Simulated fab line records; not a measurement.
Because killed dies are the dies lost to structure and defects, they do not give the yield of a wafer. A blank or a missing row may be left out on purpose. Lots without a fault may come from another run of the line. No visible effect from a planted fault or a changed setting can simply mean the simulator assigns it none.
Which tool did it? -- flow n5 finfet -- 13 lots with 36 wafers sampled at 5 steps, on a route of 1938 steps

## WHAT THE GAUGES SHOWED, per wafer
N5_BEOL_M15_THK_MEAS_01.
lot,measured,on,M15_ILD_THK (nm)
L466,day 13 02:55,film metro-01,1636 1657 1651
L467,day 13 06:52,film metro-02,1614 1661 1643
L468,day 13 09:28,film metro-01,1642 1632 1675
L471,day 13 10:11,film metro-02,1628 1647
L469,day 13 22:40,film metro-01,1651 1657 1671
L470,day 14 16:31,film metro-02,1626 1639 1650
L478,day 15 08:34,film metro-01,1592 1614 1605
L479,day 16 08:03,film metro-02,1641 1639 1625
L483,day 17 00:58,film metro-01,1611 1665
L484,day 17 01:01,film metro-02,1608 1654 1636
L485,day 17 04:03,film metro-01,1607 1636
L487,day 17 16:49,film metro-01,1674 1665 1629
L488,day 18 03:39,film metro-02,1610 1594 1630

N5_BEOL_M15_CD_MEAS_17: the cd target is 360 nm.
lot,measured,on,cd nm (nm)
L466,day 13 03:56,cd sem-01,361.9 358.1 364.3
L467,day 13 08:08,cd sem-03,362.5 362.1 362.4
L468,day 13 10:29,cd sem-03,359.5 359.7 362.4
L471,day 13 11:43,cd sem-01,359.2 363.2
L469,day 13 23:34,cd sem-01,360.1 363.5 358.5
L470,day 14 17:39,cd sem-02,360.8 362.1 366.0
L478,day 15 10:01,cd sem-01,362.0 357.7 361.1
L479,day 16 08:56,cd sem-01,362.8 361.0 359.8
L483,day 17 01:55,cd sem-02,362.6 361.6
L484,day 17 02:17,cd sem-01,361.8 361.4 362.6
L485,day 17 04:56,cd sem-01,361.4 362.0
L487,day 17 17:50,cd sem-03,359.6 362.2 361.0
L488,day 18 04:40,cd sem-01,362.5 355.6 359.1

N5_BEOL_M15_CD_MEAS_28: the cd target is 407.6 nm.
lot,measured,on,cd nm (nm)
L466,day 13 05:05,cd sem-03,407.0 404.7 407.3
L467,day 13 09:08,cd sem-02,407.4 407.4 406.5
L468,day 13 11:29,cd sem-03,406.5 406.3 405.3
L471,day 13 12:44,cd sem-01,405.2 406.5
L469,day 14 00:27,cd sem-03,409.1 408.9 406.9
L470,day 14 18:34,cd sem-03,406.2 406.3 406.2
L478,day 15 10:54,cd sem-01,422.1 424.8 422.5
L479,day 16 09:49,cd sem-01,425.6 423.3 425.8
L483,day 17 02:58,cd sem-02,406.6 405.5
L484,day 17 03:17,cd sem-03,407.9 407.1 406.0
L485,day 17 05:57,cd sem-01,404.7 406.0
L487,day 17 19:07,cd sem-03,409.5 406.8 408.2
L488,day 18 05:40,cd sem-03,406.4 406.0 404.8

N5_BEOL_M15_OVL_MEAS_29.
lot,measured,on,M15_OVL (nm)
L466,day 13 05:07,overlay-02,-8 -7 -9
L467,day 13 09:10,overlay-02,-9 4 -1
L468,day 13 11:31,overlay-02,-7 -6 -4
L471,day 13 12:46,overlay-02,-9 -9
L469,day 14 00:29,overlay-02,-10 -6 -9
L470,day 14 18:35,overlay-02,0 -6 2
L478,day 15 10:56,overlay-02,-2 -4 1
L479,day 16 09:50,overlay-01,-9 0 -6
L483,day 17 02:59,overlay-01,0 -5
L484,day 17 03:19,overlay-01,-6 -6 -3
L485,day 17 05:58,overlay-02,-4 -7
L487,day 17 19:08,overlay-01,-13 -12 -15
L488,day 18 05:41,overlay-01,4 -9 1

## EACH LOT AND THE TOOL THAT RAN IT (in order: tool; ch and the chambers of the sampled wafers; start)
lot,N5_BEOL_M15_PEB_26
L466,"litho track-01 ch 0, day 13 04:58"
L467,"litho track-03 ch 0, day 13 09:01"
L468,"litho track-05 ch 0, day 13 11:22"
L471,"litho track-05 ch 0, day 13 12:38"
L469,"litho track-01 ch 0, day 14 00:20"
L470,"litho track-05 ch 0, day 14 18:27"
L478,"litho track-01 ch 0, day 15 10:47"
L479,"litho track-01 ch 0, day 16 09:41"
L483,"litho track-05 ch 0, day 17 02:50"
L484,"litho track-03 ch 0, day 17 03:11"
L485,"litho track-05 ch 0, day 17 05:50"
L487,"litho track-03 ch 0, day 17 19:00"
L488,"litho track-03 ch 0, day 18 05:32"
- N5_BEOL_M15_PEB_26: peb time 90 s.

## WHAT THE TOOLS THEMSELVES READ (means of the sampled wafers that have a number; where no wafer has one, the mark that the record gives instead)
N5_BEOL_M15_PEB_26.
lot,tool,heater power total W (W),plate temp C (C)
L466,litho track-01,171.7,130.06
L467,litho track-03,171.8,129.86
L468,litho track-05,172.2,130.04
L471,litho track-05,172.0,130.06
L469,litho track-01,172.1,129.82
L470,litho track-05,172.3,130.20
L478,litho track-01,180.7,134.85
L479,litho track-01,181.1,134.82
L483,litho track-05,173.2,129.93
L484,litho track-03,172.9,130.07
L485,litho track-05,172.8,130.06
L487,litho track-03,172.5,130.03
L488,litho track-03,172.8,130.13

## THE ANSWER, worked out from the rows above alone
Rule: usual is defined by the lots themselves. Put in order of their means at a reading, lots are off if they are a third of the lots or fewer, leave a main group of 4 or more, and stand apart from it by a gap of 3 or more times the standard deviation of the main group's means; of several such gaps the widest counts. A main group is skipped when, at the precision printed for the reading in the tables above, its means are all equal. Also off: a lot with no number at a reading for which 4 or more lots have one. Where the step has rows for the other lots, those lots are counted as sound. After the gauges, taken in route order, come the tools' own readings; for these a lot's mean is taken, as printed above. The first step at which some lot is off is used, and at that step the reading that is off furthest; a lot without a number counts as furthest.
Off at N5_BEOL_M15_CD_MEAS_28 (cd nm): L478, L479. Main group: mean 406.6 nm, sd 0.93.
If a tool, at a process step before that reading, ran all the lots that are off and no sound lot after the first of them, it fits. Not tried: the gauges at N5_BEOL_M15_CD_MEAS_28; whatever is off there is also off at N5_BEOL_M15_PEB_26, on other tools, and gauge error can't account for it. One fits: litho track-01 at N5_BEOL_M15_PEB_26. Its last sound lot is L469 (day 14 00:20), its first lot that is off L478 (day 15 10:47): a fault that began between those two fits.
The tool's own readings at N5_BEOL_M15_PEB_26 bear it out: on the lots that are off they differ by more than 5 times the standard deviation of the sound lots' means. heater power total W reads 180.9 W there against 172.4 W on the sound lots; plate temp C reads 134.83 C there against 130.02 C on the sound lots.

## WHAT HAD BEEN PUT IN BY THE SIMULATOR
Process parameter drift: litho track-01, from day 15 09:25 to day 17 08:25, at N5_BEOL_M15_PEB_26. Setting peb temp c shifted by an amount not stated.
Struck lots among those shown: L478, L479. The rule above found the same.
